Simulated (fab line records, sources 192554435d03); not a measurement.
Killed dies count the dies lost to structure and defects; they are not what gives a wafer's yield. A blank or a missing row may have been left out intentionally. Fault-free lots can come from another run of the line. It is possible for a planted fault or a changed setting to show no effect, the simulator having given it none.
fab line records	flow n5_finfet	part 2 of 2: steps 21 to 26 of 26
[record] lots = 5	wafers = 15	last_day = 17
route steps=1938 shown BEOL_M0_SAQP@670
lots that met no fault: taken from a fault-free run of the same line
start_h: start of the lot's first displayed wafer, in hours after the record's first day	wait_h: hours elapsed since this lot's preceding step	" identical to the entry in the row above	L1.1+2: a single row standing in for several wafers	- either no value or no given start	* or withheld: withheld	< > ~ a bound
route shown NAME@n: NAME is a module with steps in the file, n the number in the route of the first one	usual: mean and standard deviation over wafers with no fault	same: alike in all rows	chamber/n: place in a boat	sites: the reading at each site	_std_site: their standard deviation	_edge_site: mean of outer sites minus mean of inner sites	radius_mm: for every site, how far away it sits from the centre of the wafer	mask NAME#n: copy n	behind: the most recent tool/chamber to have shaped the wafer	hold: reason for holding the lot/hours on hold/outcome of the hold	device: which transistor (n, p or np) failed to switch	end of line: the tests these same wafers got at the end of their route	step lacking rows: just its recipe	killed: dies that structure and defects cost at the first sort, which is not the same as the wafer's yield	map: dies across one wafer; x = killed, . = not, _ = none there
set.NAME: the setting that was run; set.NAME@STEP: the one run at that earlier step	model.NAME: the simulator's own value behind a step, which no gauge read
lots seen at some steps along the route; tables by step, rows by wafer
services: from which hour (start_h, from the record's first day; less than 0 if before it) a tool's chamber was out of use, for how many hours, and why
[[steps]]
[step N5_BEOL_M0_SAQP_OVL_MEAS_41]
[recipe] points_per_wafer = 522
[usual] M0_CUT1_OVL = 0.2/0.6
lot.wafer	tool	chamber	start_h	wait_h	M0_CUT1_OVL[nm]
L075.2	overlay-02	0	143.34	0.0	-0.4
L075.4	"	0	"	"	-0.2
L075.6	"	0	"	"	0.6
L080.3	overlay-01	0	149.27	0.0	0.7
L080.4	"	0	"	"	0.3
L080.5	"	0	"	"	-0.2
L087.2	overlay-02	0	198.36	0.0	0.2
L087.4	"	0	"	"	0.8
L087.6	"	0	"	"	-0.3
L093.2	overlay-01	0	230.56	0.0	0.3
L093.3	"	0	"	"	-0.3
L093.6	"	0	"	"	1.1
L097.3	overlay-02	0	251.64	0.0	-0.9
L097.4	"	0	"	"	0.1
L097.6	"	0	"	"	0.2
[step N5_BEOL_M0_SAQP_INSPECT_42]
[recipe] mode = adi	inspect_instrument = brightfield
[usual] raw_defect_count = 289/74
lot.wafer	tool	chamber	start_h	wait_h	raw_defect_count
L075.2	defect_inspect-02	-	143.39	0.0	238
L075.4	"	-	"	"	173
L075.6	"	-	"	"	190
L080.3	defect_inspect-02	-	149.32	0.0	421
L080.4	"	-	"	"	330
L080.5	"	-	"	"	226
L087.2	defect_inspect-01	-	198.41	0.0	388
L087.4	"	-	"	"	279
L087.6	"	-	"	"	383
L093.2	defect_inspect-01	-	230.61	0.0	331
L093.3	"	-	"	"	403
L093.6	"	-	"	"	316
L097.3	defect_inspect-02	-	251.69	0.0	291
L097.4	"	-	"	"	365
L097.6	"	-	"	"	198
[step N5_BEOL_M0_SAQP_DESCUM_45]
[recipe] chemistry = O2	time_s = 7	source_power_w = 50	bias_power_w = 20	pressure_mtorr = 20	rf_frequency_hz = 2.712e+07	temp_c = 40	resist = CAR-EUV	o2_flow_sccm = 225
[usual] drypump_motor_current_A = 5.6/0.41	oes_product_au = 0.78/0.1	rf_vpp_V = 243.4/1.4	showerhead_plenum_p_Torr = 2.11/0.077	throttle_valve_pct = 20.5/0.34
lot.wafer	tool	chamber	start_h	wait_h	drypump_motor_current_A	oes_product_au	rf_hours_counter_h	rf_vpp_V	showerhead_plenum_p_Torr	throttle_valve_pct
L075.2	rie_diel-02	1	144.23	0.8	5.8	0.73	170	244.4	2.17	20.6
L075.4	"	3	"	"	5.3	0.91	-	245.4	2.24	20.2
L075.6	"	2	"	"	5.7	0.69	-	243.2	2.09	21.0
L080.3	rie_diel-02	2	149.35	0.0	5.7	0.69	236	243.0	2.09	21.0
L080.4	"	1	"	"	5.9	0.72	171	244.8	2.17	20.6
L080.5	"	3	"	"	5.4	0.91	-	244.4	2.24	20.2
L087.2	rie_diel-04	2	198.44	0.0	4.9	0.81	91	245.0	2.14	20.5
L087.4	"	0	"	"	5.3	0.92	16	243.9	2.26	20.2
L087.6	"	0	"	"	5.3	0.92	-	245.4	2.26	20.2
L093.2	rie_diel-05	2	230.64	0.0	5.8	0.89	33	244.8	2.02	20.0
L093.3	"	1	"	"	5.5	0.69	225	243.5	2.05	20.4
L093.6	"	2	"	"	5.8	0.90	-	241.9	2.02	20.0
L097.3	rie_diel-04	3	251.72	0.0	5.0	0.85	47	242.9	2.09	19.7
L097.4	"	1	"	"	6.2	0.67	249	240.7	1.99	20.8
L097.6	"	2	"	"	4.9	0.78	-	243.8	2.14	20.5
[step N5_BEOL_M0_SAQP_ETCH_88]
[recipe] chemistry = N2/H2	target = underlayer	target_depth_a = 65	time_s = 5.2	ion_energy_ev = 200	mask_material = CAR-EUV	pressure_mtorr = 30	source_w = 840	bias_w = 150	n2_flow_sccm = 200	h2_flow_sccm = 200	ends = cleared
[usual] drypump_motor_current_A = 5.6/0.41	etch_rf_on_time_s = 5.26/0.16	oes_product_au = 0.67/0.088	rf_vpp_V = 524.5/2.8	showerhead_plenum_p_Torr = 2.57/0.089	throttle_valve_pct = 17.9/0.35
lot.wafer	tool	chamber	start_h	wait_h	drypump_motor_current_A	etch_rf_on_time_s	oes_product_au	rf_hours_counter_h	rf_vpp_V	showerhead_plenum_p_Torr	throttle_valve_pct
L075.2	rie_diel-02	1	144.27	0.0	5.9	5.32	0.62	170	525.0	2.66	18.3
L075.4	"	3	"	"	5.4	5.25	0.78	-	529.4	2.73	17.8
L075.6	"	2	"	"	5.7	5.16	0.60	-	523.9	2.51	18.2
L080.3	rie_diel-02	2	149.39	0.0	5.6	5.10	0.60	236	524.0	2.51	18.3
L080.4	"	1	"	"	5.9	5.26	0.62	171	526.0	2.66	18.3
L080.5	"	3	"	"	5.4	5.20	0.77	-	527.8	2.72	17.8
L087.2	rie_diel-04	2	198.48	0.0	4.9	5.08	0.68	91	523.1	2.57	17.7
L087.4	"	0	"	"	5.3	5.19	0.81	16	526.8	2.68	17.1
L087.6	"	0	"	"	5.3	5.16	0.79	-	526.4	2.68	17.2
L093.2	rie_diel-05	2	230.68	0.0	5.8	5.14	0.77	33	522.7	2.49	17.6
L093.3	"	1	"	"	5.5	5.50	0.57	225	523.7	2.53	18.1
L093.6	"	2	"	"	5.8	5.10	0.77	-	522.1	2.49	17.5
L097.3	rie_diel-04	3	251.75	0.0	5.0	5.34	0.73	47	523.7	2.58	17.4
L097.4	"	1	"	"	6.2	5.08	0.57	249	519.3	2.40	18.2
L097.6	"	2	"	"	4.9	5.16	0.68	-	523.3	2.57	17.7
[step N5_BEOL_M0_SAQP_ETCH_73]
[recipe] chemistry = CF4	target = SiARC	target_depth_a = 195	mask_material = CAR-EUV	time_s = 32.5	ion_energy_ev = 80	pressure_mtorr = 40	source_w = 545	bias_w = 36	Ar_flow_sccm = 100	cf4_flow_sccm = 100	ends = cleared
[usual] drypump_motor_current_A = 5.6/0.4	etch_rf_on_time_s = 32.8/1	oes_product_au = 0.67/0.088	rf_vpp_V = 184.4/1.1	showerhead_plenum_p_Torr = 2.16/0.068	throttle_valve_pct = 15.6/0.33
lot.wafer	tool	chamber	start_h	wait_h	drypump_motor_current_A	etch_rf_on_time_s	oes_product_au	rf_hours_counter_h	rf_vpp_V	showerhead_plenum_p_Torr	throttle_valve_pct
L075.2	rie_diel-02	1	144.28	0.0	5.9	32.8	0.63	170	184.9	2.22	15.8
L075.4	"	3	"	"	5.4	32.4	0.77	-	185.1	2.27	15.3
L075.6	"	2	"	"	5.6	31.8	0.60	-	184.1	2.13	16.1
L080.3	rie_diel-02	2	149.40	0.0	5.7	31.8	0.61	236	184.0	2.13	16.1
L080.4	"	1	"	"	5.8	32.4	0.63	171	185.1	2.22	15.8
L080.5	"	3	"	"	5.4	32.3	0.78	-	185.5	2.27	15.3
L087.2	rie_diel-04	2	198.50	0.0	4.9	31.6	0.70	91	183.9	2.16	15.5
L087.4	"	0	"	"	5.2	32.6	0.79	16	185.4	2.26	15.0
L087.6	"	0	"	"	5.3	32.6	0.79	-	185.0	2.26	15.0
L093.2	rie_diel-05	2	230.69	0.0	5.8	32.0	0.77	33	182.8	2.08	15.2
L093.3	"	1	"	"	5.6	34.3	0.58	225	183.3	2.10	15.7
L093.6	"	2	"	"	5.7	31.8	0.78	-	183.6	2.08	15.2
L097.3	rie_diel-04	3	251.77	0.0	5.0	33.5	0.73	47	184.5	2.17	15.1
L097.4	"	1	"	"	6.2	32.0	0.58	249	183.1	2.05	16.0
L097.6	"	2	"	"	4.9	32.0	0.68	-	182.4	2.15	15.6
[step N5_BEOL_M0_SAQP_CUT_ETCH_46]
[recipe] chemistry = N2/H2	target = SOC	target_depth_a = 1350	overetch_a = 270	temp_c = 40	time_s = 202.5	ion_energy_ev = 200	mask_material = SiARC	pressure_mtorr = 30	source_w = 840	bias_w = 150	n2_flow_sccm = 200	h2_flow_sccm = 200
[usual] drypump_motor_current_A = 5.6/0.41	rf_vpp_V = 524.5/2.7	showerhead_plenum_p_Torr = 2.57/0.089	throttle_valve_pct = 17.9/0.34
lot.wafer	tool	chamber	start_h	wait_h	drypump_motor_current_A	rf_hours_counter_h	rf_vpp_V	showerhead_plenum_p_Torr	throttle_valve_pct
L075.2	rie_diel-02	1	144.32	0.0	5.9	170	526.4	2.66	18.2
L075.4	"	3	"	"	5.4	-	528.0	2.72	17.7
L075.6	"	2	"	"	5.7	-	522.7	2.51	18.2
L080.3	rie_diel-02	2	149.43	0.0	5.7	236	521.3	2.51	18.2
L080.4	"	1	"	"	5.9	171	527.3	2.66	18.3
L080.5	"	3	"	"	5.4	-	528.1	2.72	17.7
L087.2	rie_diel-04	2	198.53	0.0	4.9	92	524.9	2.57	17.7
L087.4	"	0	"	"	5.3	16	528.9	2.68	17.1
L087.6	"	0	"	"	5.3	-	528.5	2.68	17.1
L093.2	rie_diel-05	2	230.73	0.0	5.8	33	521.9	2.49	17.5
L093.3	"	1	"	"	5.5	225	523.1	2.53	18.0
L093.6	"	2	"	"	5.8	-	522.5	2.49	17.5
L097.3	rie_diel-04	3	251.80	0.0	5.0	48	524.1	2.58	17.4
L097.4	"	1	"	"	6.2	249	520.4	2.40	18.2
L097.6	"	2	"	"	4.9	-	524.5	2.57	17.7
[[services]]
tool	chamber	start_h	hours	kind
euv_scanner-01	-	129.76	1.0	pm
euv_scanner-02	-	131.52	1.0	pm
rie_diel-02	0	137.14	1.7	repair
rie_diel-05	0	139.20	12.1	repair
euv_scanner-02	-	143.75	4.6	pm
ald_sin-03	3	150.42	5.6	repair
ald_sin-04	2	164.94	4.4	repair
rie_diel-02	2	167.26	2.7	repair
ald_sin-03	0	168.46	15.3	repair
rie_diel-04	3	171.42	1.6	repair
ald_sin-02	0	176.86	13.6	repair
euv_scanner-01	-	185.91	1.0	pm
euv_scanner-02	-	187.67	1.0	pm
rie_diel-04	1	190.80	1.3	repair
rie_si-02	-	191.63	14.6	pm
euv_scanner-01	-	198.37	0.8	repair
euv_scanner-02	-	207.19	5.8	pm
rie_si-06	1	219.17	2.3	repair
vapor_etch-02	-	219.72	0.2	repair
ald_sin-04	3	221.86	24.5	repair
ald_sin-03	2	226.12	7.1	repair
rie_diel-05	-	229.87	0.2	repair
euv_scanner-01	-	242.06	1.0	pm
euv_scanner-02	-	243.82	1.0	pm
